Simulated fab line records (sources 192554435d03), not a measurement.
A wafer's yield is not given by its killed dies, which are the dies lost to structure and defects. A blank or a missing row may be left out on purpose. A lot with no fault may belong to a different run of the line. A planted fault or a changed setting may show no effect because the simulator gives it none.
Chamber matching + flow n5 finfet + 4 sister chambers for N5_FIN_SAQP_ETCH_52 on rie diel-01
The step etches SOC in N2/H2, target depth 100 nm, overetch 20 nm, time 150 s. 4 wafers are shown with their chamber, then 7 later ones without.

WAFERS WITH THEIR CHAMBER
| wafer  | chamber | drypump motor current A (A) |
|--------|---------|-----------------------------|
| L083.4 | 1       | 5.1                         |
| L083.6 | 2       | 6.5                         |
| L086.1 | 3       | 5.2                         |
| L086.3 | 0       | 4.9                         |

WAFERS MISSING THEIR CHAMBER
| wafer  | drypump motor current A (A) |
|--------|-----------------------------|
| L086.5 | 5.3                         |
| L095.1 | 4.9                         |
| L095.4 | 5.2                         |
| L095.5 | 4.9                         |
| L096.1 | 6.4                         |
| L096.2 | 5.1                         |
| L096.5 | 4.9                         |

CHAMBER TAKEN BY EACH
| wafer  | from the rows above     | in truth |
|--------|-------------------------|----------|
| L086.5 | can't be placed: 3 or 1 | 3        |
| L095.1 | 0                       | 0        |
| L095.4 | can't be placed: 3 or 1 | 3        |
| L095.5 | 0                       | 0        |
| L096.1 | 2                       | 2        |
| L096.2 | can't be placed: 1 or 3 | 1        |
| L096.5 | 0                       | 0        |
Correct placement for 4 of the 7. Cannot be placed on the basis of these rows: 3; the candidates contain the true chamber in 3. Placed wrongly: 0.
How it was worked out, from the rows above alone: a wafer's distance from a chamber is the root of the sum, over the readings, of the square of ((its reading less the chamber's mean) divided by the reading's scatter). The wafer belongs to the nearest chamber; if the next one is less than 2 further off, it can't be placed. A chamber's mean is the mean of its shown wafers. The scatter (one wafer shown for each chamber): square how far every hidden wafer sits from the nearest shown wafer, average those squares and take the square root.
